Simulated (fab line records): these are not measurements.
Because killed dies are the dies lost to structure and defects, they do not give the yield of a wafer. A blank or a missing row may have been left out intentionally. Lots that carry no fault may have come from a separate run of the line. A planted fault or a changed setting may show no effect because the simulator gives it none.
Chamber matching | flow nand harc | NHARC_A_CHANNEL_HOLE_D1_ETCH_44 on rie diel-02: 4 sister chambers
The step etches the open film in CF4/O2, target depth 140 nm, overetch 14 nm, time 77 s. 36 wafers are shown with their chamber, then 12 later ones without.

== WAFERS WITH THEIR CHAMBER ==
wafer  | chamber | showerhead plenum p Torr (Torr) | drypump motor current A (A) | rf vpp V (V)
L074.2 | 1       | 1.33                            | 6.4                         | 198.1
L074.3 | 2       | 1.27                            | 5.3                         | 195.7
L074.6 | 0       | 1.25                            | 4.8                         | 195.1
L075.4 | 0       | 1.25                            | 4.9                         | 195.9
L075.5 | 3       | 1.38                            | 5.9                         | 197.8
L075.6 | 2       | 1.27                            | 5.3                         | 197.4
L076.2 | 1       | 1.33                            | 6.4                         | 199.0
L076.3 | 2       | 1.27                            | 5.3                         | 196.3
L076.6 | 1       | 1.33                            | 6.4                         | 198.6
L078.1 | 1       | 1.33                            | 6.4                         | 197.9
L078.3 | 3       | 1.38                            | 5.8                         | 198.7
L078.6 | 2       | 1.27                            | 5.3                         | 197.5
L079.1 | 3       | 1.38                            | 5.8                         | 199.3
L079.4 | 1       | 1.33                            | 6.4                         | 197.0
L079.5 | 1       | 1.33                            | 6.4                         | 199.0
L080.1 | 1       | 1.33                            | 6.4                         | 197.3
L080.2 | 3       | 1.38                            | 5.8                         | 199.8
L080.4 | 0       | 1.25                            | 4.8                         | 196.9
L081.2 | 3       | 1.38                            | 5.9                         | 197.6
L081.3 | 1       | 1.33                            | 6.4                         | 197.4
L081.4 | 0       | 1.25                            | 4.9                         | 195.7
L082.1 | 1       | 1.33                            | 6.4                         | 198.4
L082.3 | 3       | 1.38                            | 5.8                         | 198.6
L082.5 | 1       | 1.33                            | 6.4                         | 198.4
L083.3 | 3       | 1.38                            | 5.8                         | 199.4
L083.5 | 0       | 1.25                            | 4.8                         | 196.1
L083.6 | 1       | 1.33                            | 6.4                         | 197.8
L085.2 | 2       | 1.27                            | 5.3                         | 197.2
L085.4 | 0       | 1.25                            | 4.8                         | 195.7
L085.5 | 2       | 1.27                            | 5.3                         | 196.3
L086.3 | 2       | 1.27                            | 5.3                         | 195.6
L086.5 | 1       | 1.33                            | 6.4                         | 196.9
L086.6 | 0       | 1.24                            | 4.8                         | 195.8
L087.1 | 2       | 1.27                            | 5.3                         | 197.3
L087.5 | 0       | 1.25                            | 4.8                         | 197.8
L087.6 | 3       | 1.38                            | 5.9                         | 198.9

SIGNATURES (averages over the wafers above)
reading                  | chamber 0 | chamber 1 | chamber 2 | chamber 3 | scatter within a chamber
showerhead plenum p Torr | 1.2488    | 1.3300    | 1.2700    | 1.3800    | 0.00165
drypump motor current A  | 4.825     | 6.400     | 5.300     | 5.838     | 0.0325
rf vpp V                 | 196.125   | 197.983   | 196.662   | 198.762   | 0.773
Rule: a wafer's distance from a chamber is the root of the sum, over the readings, of the square of ((its reading less the chamber's mean) divided by the reading's scatter). The wafer belongs to the nearest chamber; if the next one is less than 2 further off, it can't be placed. How the scatter is found: for the shown wafers, subtract from each reading the mean of its chamber, square and add these, divide the total by (wafers less chambers), then take the root.

== WAFERS WHOSE CHAMBER IS MISSING ==
wafer  | showerhead plenum p Torr (Torr) | drypump motor current A (A) | rf vpp V (V)
L090.1 | 1.25                            | 4.9                         | 196.2
L090.2 | 1.38                            | 5.9                         | 196.9
L090.5 | 1.33                            | 6.4                         | 197.4
L093.1 | 1.26                            | 5.3                         | 196.3
L093.2 | 1.33                            | 6.4                         | 196.7
L093.4 | 1.38                            | 5.8                         | 197.7
L096.2 | 1.24                            | 4.8                         | 196.2
L096.4 | 1.38                            | 5.8                         | 198.8
L096.6 | 1.38                            | 5.9                         | 198.5
L097.1 | 1.26                            | 5.3                         | 196.8
L097.3 | 1.33                            | 6.4                         | 196.8
L097.4 | 1.38                            | 5.8                         | 198.9

== CHAMBER TAKEN BY EACH ==
wafer  | from the rows above | in truth
L090.1 | 0                   | 0
L090.2 | 3                   | 3
L090.5 | 1                   | 1
L093.1 | 2                   | 2
L093.2 | 1                   | 1
L093.4 | 3                   | 3
L096.2 | 0                   | 0
L096.4 | 3                   | 3
L096.6 | 3                   | 3
L097.1 | 2                   | 2
L097.3 | 1                   | 1
L097.4 | 3                   | 3
Correctly placed: 12 of 12. Not placeable from these rows: 0. Placed wrongly: 0.
